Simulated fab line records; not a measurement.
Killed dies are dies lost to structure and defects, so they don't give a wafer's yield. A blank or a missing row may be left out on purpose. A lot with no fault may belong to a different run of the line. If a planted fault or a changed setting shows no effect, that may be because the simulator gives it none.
Split-lot study -- flow n5 finfet -- on a route of 1938 steps: 7 lots, 21 wafers read

== ABOUT THE SPLIT ==
At N5_BEOL_M6_EXPOSE_25 (exposes mask V5, target cd 40 nm), the setting dose mj was moved away from the recipe's 45 on 3 of the 21 wafers read, by -7.0% to +3.1%. For the rest of the wafers, this setting stayed at what the recipe calls for.

== FROM THE SPLIT TO THE READING: what the file shows between them, 2 steps ==
- N5_BEOL_M6_PEB_26: peb time 60 s
- N5_BEOL_M6_DEVELOP_27: develop time 30 s

== THE READING ==
cd nm (nm) at N5_BEOL_M6_CD_MEAS_28, where the cd target is 40 nm. A value of 40.04 nm with a standard deviation of 0.25 nm is what fault-free wafers of this fab line usually give.

wafer,"tool, chamber at the split",dose mj as run,against the recipe,"cd nm, nm",against lot-mates on the recipe
L074.2,"euv scanner-02, 0",45,recipe,40.30,-
L074.3,"euv scanner-02, 0",45,recipe,39.75,-
L074.4,"euv scanner-02, 0",45,recipe,39.46,-
L079.3,"euv scanner-01, 0",45,recipe,39.88,-
L079.4,"euv scanner-01, 0",46.14,+2.5%,40.58,+0.58
L079.5,"euv scanner-01, 0",45,recipe,40.12,-
L081.1,"euv scanner-02, 0",45,recipe,39.81,-
L081.3,"euv scanner-02, 0",45,recipe,39.72,-
L081.5,"euv scanner-02, 0",45,recipe,40.31,-
L082.1,"euv scanner-02, 0",45,recipe,40.11,-
L082.2,"euv scanner-02, 0",45,recipe,40.49,-
L082.4,"euv scanner-02, 0",41.86,-7.0%,38.13,-2.17
L083.2,"euv scanner-02, 0",45,recipe,39.93,-
L083.4,"euv scanner-02, 0",46.39,+3.1%,40.79,+0.88
L083.5,"euv scanner-02, 0",45,recipe,39.90,-
L087.2,"euv scanner-02, 0",45,recipe,40.30,-
L087.4,"euv scanner-02, 0",45,recipe,40.02,-
L087.5,"euv scanner-02, 0",45,recipe,39.59,-
L097.1,"euv scanner-01, 0",45,recipe,40.10,-
L097.3,"euv scanner-01, 0",45,recipe,40.38,-
L097.6,"euv scanner-01, 0",45,recipe,40.26,-

THE FIT
A straight line over all 21 wafers: cd nm changes by +0.263 nm for each +1% of dose mj; r = +0.87; the points scatter about the line by 0.27 nm.
The same after taking each lot's own level away (the mean of its wafers on the recipe; 21 wafers): +0.298 nm for each +1%; r = +0.92; scatter 0.23 nm.
According to that fit, moving dose mj by its largest amount changes the reading by 2.1 nm.
Measured against the standard deviation above, the lots' own levels, which go from 39.837 to 40.300 nm, span 1.9 times it.
In other words, the slope is changed by the lot-to-lot level; the two fits disagree.
Check: -1.83 nm against its lot-mates is what the line predicts for one of the wafers moved furthest among these (-7.0%) when that wafer is left out of the fit. Against them it came out at -2.17 nm.

== THESE WAFERS: OTHER SPLITS ==
Note: prior to the reading, these wafers also went through further splits. Each is held against what the fit with the lots' levels taken away leaves over:
other split on the same wafers,wafers away from the commonest value,r with cd nm (lot level and that fit taken away)
N5_BEOL_M5_ETCH_72 bias w,6,-0.30

== THE WHOLE CHAIN: every reading that the file lists as answering this split, in the file's order ==
step,what it does,reading,change (the file's fit),r (the file's)
N5_BEOL_M6_CD_MEAS_28,target cd 40 nm,cd nm,+0.299 nm for each +1% of the setting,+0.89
N5_BEOL_M6_DESCUM_33,"chemistry O2, time 7 s","BEOL_M6.cd nm (the simulator's own value, which no gauge read)",+0.267 nm for each +1% of the setting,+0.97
N5_BEOL_M6_ETCH_72,"etches underlayer in N2/H2, target depth 6.5 nm, time 5.2 s","BEOL_M6.cd nm (the simulator's own value, which no gauge read)",+0.262 nm for each +1% of the setting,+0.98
N5_BEOL_M6_ETCH_65,"etches SiARC in CF4, target depth 15.6 nm, time 26 s","BEOL_M6.cd nm (the simulator's own value, which no gauge read)",+0.24 nm for each +1% of the setting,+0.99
N5_BEOL_M6_ETCH_66,"etches SOC in N2/H2, target depth 80 nm, overetch 16 nm, time 120 s","BEOL_M6.cd nm (the simulator's own value, which no gauge read)",+0.229 nm for each +1% of the setting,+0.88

== FILE'S OWN FIT ==
cd nm changes by +0.299 nm for each +1% of dose mj, r = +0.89.
